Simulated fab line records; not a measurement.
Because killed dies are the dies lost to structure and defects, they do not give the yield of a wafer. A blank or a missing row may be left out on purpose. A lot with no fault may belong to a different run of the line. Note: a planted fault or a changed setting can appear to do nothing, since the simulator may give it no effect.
Chamber matching    flow n5Finfet    N5_BEOL_M13_ETCH_59 on rieDiel-05: 4 sister chambers
The step etches BARC in N2/H2, target depth 89 nm, overetch 26.7 nm, time 67.9 s. 16 wafers are shown with their chamber, then 8 later ones without.

## EACH WAFER AND ITS CHAMBER
wafer   chamber  throttleValvePct (%)  drypumpMotorCurrentA (A)  oesProductAu (a.u.)
L079.1  2        17.71                 5.7                       0.59
L079.2  0        17.54                 5.3                       0.78
L079.3  3        17.34                 5.9                       0.76
L084.1  2        17.72                 5.7                       0.60
L084.2  0        17.54                 5.3                       0.78
L084.3  3        17.34                 5.9                       0.76
L076.1  2        17.72                 5.6                       0.59
L076.2  1        17.60                 5.9                       0.73
L076.3  0        17.56                 5.3                       0.77
L076.4  3        17.36                 6.0                       0.75
L076.5  3        17.36                 5.9                       0.75
L076.6  0        17.55                 5.3                       0.77
L082.1  0        17.56                 5.3                       0.75
L082.5  1        17.62                 5.9                       0.72
L082.6  2        17.75                 5.7                       0.59
L085.1  2        17.73                 5.7                       0.59

SIGNATURES (averages over the wafers above)
reading               chamber 0  chamber 1  chamber 2  chamber 3  scatter within a chamber
throttleValvePct      17.5500    17.6100    17.7260    17.3500    0.0126
drypumpMotorCurrentA  5.300      5.900      5.680      5.925      0.0359
oesProductAu          0.7700     0.7250     0.5920     0.7550     0.00832
Rule: distance of a wafer from a chamber = root of the sum over the readings of ((wafer's reading minus chamber's mean) / reading's scatter) squared. If the next closest chamber is less than 2 further off than the closest, the wafer can't be placed; otherwise it belongs to the closest. The scatter: take each reading less its chamber's mean, square it, sum over the shown wafers, divide by the number of wafers less the number of chambers, and take the root.

## WAFERS WITH NO CHAMBER GIVEN
wafer   throttleValvePct (%)  drypumpMotorCurrentA (A)  oesProductAu (a.u.)
L085.4  17.57                 5.3                       0.76
L085.5  17.62                 6.0                       0.73
L091.2  17.63                 5.9                       0.72
L091.4  17.37                 5.9                       0.73
L091.5  17.74                 5.7                       0.58
L092.2  17.76                 5.7                       0.59
L092.3  17.65                 5.9                       0.71
L092.4  17.75                 5.6                       0.58

## CHAMBER TAKEN BY EACH
wafer   from the rows above  in truth
L085.4  0                    0
L085.5  1                    1
L091.2  1                    1
L091.4  3                    3
L091.5  2                    2
L092.2  2                    2
L092.3  1                    1
L092.4  2                    2
Placed correctly: 8 of 8. Can't be placed from these rows: 0. Number placed wrongly: 0.
